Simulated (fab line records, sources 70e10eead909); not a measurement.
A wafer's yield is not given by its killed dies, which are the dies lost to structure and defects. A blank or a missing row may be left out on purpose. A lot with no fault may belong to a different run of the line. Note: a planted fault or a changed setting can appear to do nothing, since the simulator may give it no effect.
Matching of chambers || flow nand_harc || cmp-01 running NHARC_A_CHANNEL_FILL_D1_CMP_10: 4 sister chambers
The step polishes, target thk 150 nm. 20 wafers are shown with their chamber, then 10 later ones without.

EACH WAFER AND ITS CHAMBER
{"wafer": "L074.1", "chamber": 3, "motor_current_A (A)": 12.4, "time_to_endpoint_s (s)": 19.2}
{"wafer": "L074.2", "chamber": 0, "motor_current_A (A)": 12.8, "time_to_endpoint_s (s)": 17.5}
{"wafer": "L074.5", "chamber": 0, "motor_current_A (A)": 11.8, "time_to_endpoint_s (s)": 20.2}
{"wafer": "L077.1", "chamber": 0, "motor_current_A (A)": 12.6, "time_to_endpoint_s (s)": 19.3}
{"wafer": "L077.2", "chamber": 1, "motor_current_A (A)": 9.9, "time_to_endpoint_s (s)": 15.6}
{"wafer": "L077.6", "chamber": 1, "motor_current_A (A)": 9.4, "time_to_endpoint_s (s)": 14.2}
{"wafer": "L079.2", "chamber": 1, "motor_current_A (A)": 10.1, "time_to_endpoint_s (s)": 15.5}
{"wafer": "L079.4", "chamber": 0, "motor_current_A (A)": 13.1, "time_to_endpoint_s (s)": 20.4}
{"wafer": "L079.5", "chamber": 3, "motor_current_A (A)": 13.1, "time_to_endpoint_s (s)": 17.8}
{"wafer": "L081.2", "chamber": 3, "motor_current_A (A)": 13.2, "time_to_endpoint_s (s)": 15.4}
{"wafer": "L081.3", "chamber": 1, "motor_current_A (A)": 9.7, "time_to_endpoint_s (s)": 10.5}
{"wafer": "L081.4", "chamber": 2, "motor_current_A (A)": 12.5, "time_to_endpoint_s (s)": 15.1}
{"wafer": "L084.4", "chamber": 3, "motor_current_A (A)": 12.3, "time_to_endpoint_s (s)": 17.8}
{"wafer": "L084.5", "chamber": 2, "motor_current_A (A)": 12.5, "time_to_endpoint_s (s)": 20.4}
{"wafer": "L084.6", "chamber": 1, "motor_current_A (A)": 9.9, "time_to_endpoint_s (s)": 12.4}
{"wafer": "L086.3", "chamber": 3, "motor_current_A (A)": 12.5, "time_to_endpoint_s (s)": 14.6}
{"wafer": "L086.4", "chamber": 0, "motor_current_A (A)": 12.0, "time_to_endpoint_s (s)": 13.8}
{"wafer": "L086.5", "chamber": 0, "motor_current_A (A)": 12.2, "time_to_endpoint_s (s)": 15.3}
{"wafer": "L090.1", "chamber": 0, "motor_current_A (A)": 12.7, "time_to_endpoint_s (s)": 16.3}
{"wafer": "L090.2", "chamber": 3, "motor_current_A (A)": 12.4, "time_to_endpoint_s (s)": 14.7}

SIGNATURES, as means of the wafers listed above
{"reading": "motor_current_A", "chamber 0": 12.457, "chamber 1": 9.800, "chamber 2": 12.500, "chamber 3": 12.650, "scatter within a chamber": 0.385}
{"reading": "time_to_endpoint_s", "chamber 0": 17.543, "chamber 1": 13.640, "chamber 2": 17.750, "chamber 3": 16.583, "scatter within a chamber": 2.38}
Rule: a wafer lies at a distance from a chamber equal to the root of the sum of squares, over the readings, of (its reading less the chamber's mean, divided by the reading's scatter). If the next closest chamber is less than 2 further off than the closest, the wafer can't be placed; otherwise it belongs to the closest. How the scatter is found: for the shown wafers, subtract from each reading the mean of its chamber, square and add these, divide the total by (wafers less chambers), then take the root.

WAFERS WHOSE CHAMBER IS MISSING
{"wafer": "L090.4", "motor_current_A (A)": 12.5, "time_to_endpoint_s (s)": 17.7}
{"wafer": "L094.3", "motor_current_A (A)": 12.4, "time_to_endpoint_s (s)": 19.3}
{"wafer": "L094.4", "motor_current_A (A)": 13.1, "time_to_endpoint_s (s)": 16.4}
{"wafer": "L094.6", "motor_current_A (A)": 11.9, "time_to_endpoint_s (s)": 15.2}
{"wafer": "L095.1", "motor_current_A (A)": 12.6, "time_to_endpoint_s (s)": 17.8}
{"wafer": "L095.2", "motor_current_A (A)": 12.9, "time_to_endpoint_s (s)": 15.9}
{"wafer": "L095.4", "motor_current_A (A)": 9.9, "time_to_endpoint_s (s)": 13.3}
{"wafer": "L097.2", "motor_current_A (A)": 10.2, "time_to_endpoint_s (s)": 12.6}
{"wafer": "L097.3", "motor_current_A (A)": 12.6, "time_to_endpoint_s (s)": 17.9}
{"wafer": "L097.4", "motor_current_A (A)": 12.2, "time_to_endpoint_s (s)": 12.7}

WHICH CHAMBER EACH WENT THROUGH
{"wafer": "L090.4", "from the rows above": "can't be placed: 2 or 0 or 3", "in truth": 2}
{"wafer": "L094.3", "from the rows above": "can't be placed: 2 or 0 or 3", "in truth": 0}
{"wafer": "L094.4", "from the rows above": "can't be placed: 3 or 2 or 0", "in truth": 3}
{"wafer": "L094.6", "from the rows above": "can't be placed: 0 or 2 or 3", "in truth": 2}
{"wafer": "L095.1", "from the rows above": "can't be placed: 2 or 0 or 3", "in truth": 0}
{"wafer": "L095.2", "from the rows above": "can't be placed: 3 or 2 or 0", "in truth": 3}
{"wafer": "L095.4", "from the rows above": 1, "in truth": 1}
{"wafer": "L097.2", "from the rows above": 1, "in truth": 1}
{"wafer": "L097.3", "from the rows above": "can't be placed: 2 or 0 or 3", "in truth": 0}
{"wafer": "L097.4", "from the rows above": "can't be placed: 3 or 0 or 2", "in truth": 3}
Correct placement for 2 of the 10. Unplaceable from these rows: 8, with the true chamber sitting among the candidates in 8. Wrongly placed: 0.
